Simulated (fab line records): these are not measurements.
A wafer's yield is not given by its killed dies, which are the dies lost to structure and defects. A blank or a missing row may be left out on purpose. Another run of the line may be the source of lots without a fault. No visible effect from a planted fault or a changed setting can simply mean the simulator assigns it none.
Chamber matching :: flow n5 finfet :: N5_BEOL_M7_ALD_77 on ald metal-03: 4 sister chambers
The step deposits TaN, target thk 2 nm, pulse time 2 s, purge time 3 s. 14 wafers are shown with their chamber, then 7 later ones without.

WAFERS, EACH WITH ITS CHAMBER
wafer: L074.2
chamber: 2
heater power outer w (W): 204
heater power w (W): 360
chamber pressure Torr (Torr): 3.003

wafer: L074.4
chamber: 3
heater power outer w (W): 234
heater power w (W): 459
chamber pressure Torr (Torr): 3.005

wafer: L074.6
chamber: 3
heater power outer w (W): 242
heater power w (W): 483
chamber pressure Torr (Torr): 2.994

wafer: L079.2
chamber: 3
heater power outer w (W): 237
heater power w (W): 451
chamber pressure Torr (Torr): 2.997

wafer: L079.4
chamber: 1
heater power outer w (W): 199
heater power w (W): 378
chamber pressure Torr (Torr): 3.007

wafer: L079.6
chamber: 2
heater power outer w (W): 200
heater power w (W): 356
chamber pressure Torr (Torr): 3.014

wafer: L084.1
chamber: 0
heater power outer w (W): 224
heater power w (W): 431
chamber pressure Torr (Torr): 3.009

wafer: L084.3
chamber: 2
heater power outer w (W): 196
heater power w (W): 353
chamber pressure Torr (Torr): 3.001

wafer: L084.4
chamber: 1
heater power outer w (W): 197
heater power w (W): 383
chamber pressure Torr (Torr): 3.000

wafer: L088.2
chamber: 0
heater power outer w (W): 227
heater power w (W): 435
chamber pressure Torr (Torr): 2.990

wafer: L088.4
chamber: 2
heater power outer w (W): 204
heater power w (W): 362
chamber pressure Torr (Torr): 3.003

wafer: L088.6
chamber: 0
heater power outer w (W): 221
heater power w (W): 442
chamber pressure Torr (Torr): 2.997

wafer: L090.2
chamber: 0
heater power outer w (W): 222
heater power w (W): 426
chamber pressure Torr (Torr): 3.005

wafer: L090.4
chamber: 2
heater power outer w (W): 204
heater power w (W): 349
chamber pressure Torr (Torr): 2.996

SIGNATURES (averages over the wafers above)
reading: heater power outer w
chamber 0: 223.50
chamber 1: 198.00
chamber 2: 201.60
chamber 3: 237.67
scatter within a chamber: 3.27

reading: heater power w
chamber 0: 433.50
chamber 1: 380.50
chamber 2: 356.00
chamber 3: 464.33
scatter within a chamber: 9.02

reading: chamber pressure Torr
chamber 0: 3.00025
chamber 1: 3.00350
chamber 2: 3.00340
chamber 3: 2.99867
scatter within a chamber: 0.00691
Rule: for each reading, subtract the chamber's mean from the wafer's reading, divide by that reading's scatter and square the result; add these up over the readings and take the root, which gives the wafer's distance from the chamber. The wafer belongs to the nearest chamber; if the next one is less than 2 further off, it can't be placed. The scatter: the root of (the sum of the squares of (reading less its chamber's mean) over the shown wafers, divided by (wafers less chambers)).

WAFERS WHOSE CHAMBER IS MISSING
wafer: L090.6
heater power outer w (W): 196
heater power w (W): 378
chamber pressure Torr (Torr): 3.001

wafer: L095.2
heater power outer w (W): 225
heater power w (W): 450
chamber pressure Torr (Torr): 3.003

wafer: L095.5
heater power outer w (W): 201
heater power w (W): 357
chamber pressure Torr (Torr): 2.998

wafer: L095.6
heater power outer w (W): 236
heater power w (W): 467
chamber pressure Torr (Torr): 2.995

wafer: L096.2
heater power outer w (W): 200
heater power w (W): 354
chamber pressure Torr (Torr): 2.997

wafer: L096.4
heater power outer w (W): 199
heater power w (W): 386
chamber pressure Torr (Torr): 3.005

wafer: L096.5
heater power outer w (W): 202
heater power w (W): 360
chamber pressure Torr (Torr): 2.993

WHICH CHAMBER EACH ONE RAN IN
wafer: L090.6
from the rows above: 1
in truth: 1

wafer: L095.2
from the rows above: 0
in truth: 0

wafer: L095.5
from the rows above: 2
in truth: 2

wafer: L095.6
from the rows above: 3
in truth: 3

wafer: L096.2
from the rows above: 2
in truth: 2

wafer: L096.4
from the rows above: 1
in truth: 1

wafer: L096.5
from the rows above: can't be placed: 2 or 1
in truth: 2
6 of 7 placed correctly. Not placeable from these rows: 1 (in 1, the candidates include the true chamber). Placed wrongly: 0.
